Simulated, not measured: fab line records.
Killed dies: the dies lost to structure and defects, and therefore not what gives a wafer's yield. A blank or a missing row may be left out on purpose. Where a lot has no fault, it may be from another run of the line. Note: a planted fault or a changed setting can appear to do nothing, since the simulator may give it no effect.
Matching of chambers / flow n5 finfet / cvd co-02 running N5_BEOL_M4_PRE_CLEAN_60: 3 sister chambers
The step time 15 s. 6 wafers are shown with their chamber, then 7 later ones without.

WAFERS WITH THEIR CHAMBER
wafer=L902.5; chamber=0; heater power w (W)=65
wafer=L909.6; chamber=1; heater power w (W)=133
wafer=L911.1; chamber=1; heater power w (W)=136
wafer=L911.4; chamber=2; heater power w (W)=91
wafer=L920.1; chamber=0; heater power w (W)=65
wafer=L920.3; chamber=2; heater power w (W)=92

WAFERS WITH NO CHAMBER GIVEN
wafer=L920.4; heater power w (W)=137
wafer=L922.1; heater power w (W)=90
wafer=L922.2; heater power w (W)=136
wafer=L922.6; heater power w (W)=136
wafer=L923.2; heater power w (W)=137
wafer=L923.3; heater power w (W)=93
wafer=L923.5; heater power w (W)=136

WHICH CHAMBER EACH ONE RAN IN
wafer=L920.4; from the rows above=1; in truth=1
wafer=L922.1; from the rows above=2; in truth=2
wafer=L922.2; from the rows above=1; in truth=1
wafer=L922.6; from the rows above=1; in truth=1
wafer=L923.2; from the rows above=1; in truth=1
wafer=L923.3; from the rows above=2; in truth=2
wafer=L923.5; from the rows above=1; in truth=1
Placed correctly: 7 of 7. Not placeable from these rows: 0. 0 placed wrongly.
How it was worked out, from the rows above alone: a wafer's distance from a chamber is the root of the sum, over the readings, of the square of ((its reading less the chamber's mean) divided by the reading's scatter). The wafer belongs to the nearest chamber; if the next one is less than 2 further off, it can't be placed. The mean given for a chamber averages the wafers shown for that chamber. The scatter: take each reading less its chamber's mean, square it, sum over the shown wafers, divide by the number of wafers less the number of chambers, and take the root.
